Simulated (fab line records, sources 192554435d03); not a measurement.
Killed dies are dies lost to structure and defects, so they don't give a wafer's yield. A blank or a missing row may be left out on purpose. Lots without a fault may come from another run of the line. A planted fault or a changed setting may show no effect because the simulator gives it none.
Chamber matching | flow n5_finfet | N5_BEOL_M6_DESCUM_33 on rie_diel-02: 4 sister chambers
The step chemistry O2, time 7 s. 8 wafers are shown with their chamber, then 7 later ones without.

WAFERS WITH THEIR CHAMBER
wafer  | chamber | drypump_motor_current_A (A) | showerhead_plenum_p_Torr (Torr)
L084.2 | 1       | 6.4                         | 2.02
L087.1 | 3       | 6.1                         | 2.03
L087.5 | 2       | 5.8                         | 2.13
L088.3 | 3       | 6.1                         | 2.03
L088.4 | 0       | 5.5                         | 2.22
L088.6 | 1       | 6.3                         | 2.01
L089.1 | 0       | 5.5                         | 2.22
L089.3 | 2       | 5.8                         | 2.13

WAFERS WITHOUT THEIR CHAMBER
wafer  | drypump_motor_current_A (A) | showerhead_plenum_p_Torr (Torr)
L089.4 | 6.1                         | 2.03
L093.1 | 5.8                         | 2.12
L093.3 | 6.1                         | 2.03
L093.4 | 5.5                         | 2.22
L097.2 | 5.6                         | 2.21
L097.4 | 6.3                         | 2.01
L097.5 | 5.8                         | 2.12

WHICH CHAMBER EACH WENT THROUGH
wafer  | from the rows above | in truth
L089.4 | 3                   | 3
L093.1 | 2                   | 2
L093.3 | 3                   | 3
L093.4 | 0                   | 0
L097.2 | 0                   | 0
L097.4 | 1                   | 1
L097.5 | 2                   | 2
Placed correctly: 7 of 7. Can't be placed from these rows: 0. Placed wrongly: 0.
How it was worked out, from the rows above alone: a wafer's distance from a chamber is the root of the sum, over the readings, of the square of ((its reading less the chamber's mean) divided by the reading's scatter). The wafer belongs to the nearest chamber; if the next one is less than 2 further off, it can't be placed. A chamber's mean is the mean of its shown wafers. The scatter: the root of (the sum of the squares of (reading less its chamber's mean) over the shown wafers, divided by (wafers less chambers)).
